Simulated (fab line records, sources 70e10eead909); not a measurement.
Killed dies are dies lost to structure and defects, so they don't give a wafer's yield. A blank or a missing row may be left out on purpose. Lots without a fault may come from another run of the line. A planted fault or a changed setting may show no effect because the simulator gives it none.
Which tool did it? | flow nand_harc | 11 lots, 33 wafers sampled, at 1 step of a route of 1302

WHAT THE GAUGES READ, wafer by wafer
NHARC_A_CONTACT_CD_MEAS_08: target cd 200 nm.
lot  | measured     | on        | cd_nm (nm)
L075 | day 22 17:32 | cd_sem-01 | 200.3 200.1 201.2
L078 | day 23 18:47 | cd_sem-01 | 200.1 199.7 200.1
L079 | day 24 12:53 | cd_sem-01 | 199.4 199.5 199.7
L081 | day 24 22:41 | cd_sem-02 | 199.3 200.2 199.8
L082 | day 25 17:59 | cd_sem-03 | 199.1 200.0 199.7
L084 | day 26 17:30 | cd_sem-03 | 200.0 199.2 200.1
L089 | day 28 17:50 | cd_sem-02 | 199.8 200.0 199.9
L090 | day 29 11:15 | cd_sem-03 | 200.5 200.1 200.0
L093 | day 30 11:19 | cd_sem-02 | 199.5 199.7 199.7
L095 | day 31 00:34 | cd_sem-03 | 199.9 200.0 200.2
L094 | day 31 09:13 | cd_sem-02 | 199.7 200.1 200.5

WHICH TOOL RAN EACH LOT (tool, then ch and the chambers of the sampled wafers, then the start)
The record holds no process step before these readings.

THE ANSWER, worked out from the rows above alone
Rule: what is usual is taken from the lots themselves. Put in order of their means at a reading, lots are off if they are a third of the lots or fewer, leave a main group of 4 or more, and stand apart from it by a gap of 3 or more times the standard deviation of the main group's means; of several such gaps the widest counts. A main group whose means are all the same, to the digits that the tables above print for the reading, isn't used. A lot without any number at a reading at which 4 lots or more have one is off too. The other lots that the step has rows for count as sound.
No lot is off at any reading shown: from this, nothing can be told.

WHAT THE SIMULATOR HAD PUT IN
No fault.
